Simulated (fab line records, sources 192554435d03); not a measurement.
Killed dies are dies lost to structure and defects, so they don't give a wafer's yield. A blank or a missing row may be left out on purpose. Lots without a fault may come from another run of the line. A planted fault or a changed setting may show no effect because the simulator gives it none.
Chamber matching | flow n5_finfet | N5_BEOL_M13_DESCUM_33 on rie_diel-06: 4 sister chambers
The step chemistry O2, time 7.9 s. 4 wafers are shown with their chamber, then 7 later ones without.

WAFERS WITH THEIR CHAMBER
wafer  | chamber | showerhead_plenum_p_Torr (Torr)
L075.2 | 2       | 2.08
L085.4 | 0       | 2.08
L085.5 | 1       | 2.18
L087.5 | 3       | 2.13

WAFERS WITHOUT THEIR CHAMBER
wafer  | showerhead_plenum_p_Torr (Torr)
L087.6 | 2.07
L092.1 | 2.07
L092.2 | 2.17
L092.4 | 2.07
L095.2 | 2.07
L095.3 | 2.17
L095.5 | 2.12

WHICH CHAMBER EACH WENT THROUGH
wafer  | from the rows above     | in truth
L087.6 | can't be placed: 0 or 2 | 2
L092.1 | can't be placed: 0 or 2 | 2
L092.2 | 1                       | 1
L092.4 | can't be placed: 0 or 2 | 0
L095.2 | can't be placed: 0 or 2 | 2
L095.3 | 1                       | 1
L095.5 | 3                       | 3
Placed correctly: 3 of 7. Can't be placed from these rows: 4 (the true chamber is among the candidates in 4). Placed wrongly: 0.
How it was worked out, from the rows above alone: a wafer's distance from a chamber is the root of the sum, over the readings, of the square of ((its reading less the chamber's mean) divided by the reading's scatter). The wafer belongs to the nearest chamber; if the next one is less than 2 further off, it can't be placed. A chamber's mean is the mean of its shown wafers. The scatter: with one shown wafer a chamber, the root of the mean of the squares of how far each hidden wafer lies from its nearest shown one.
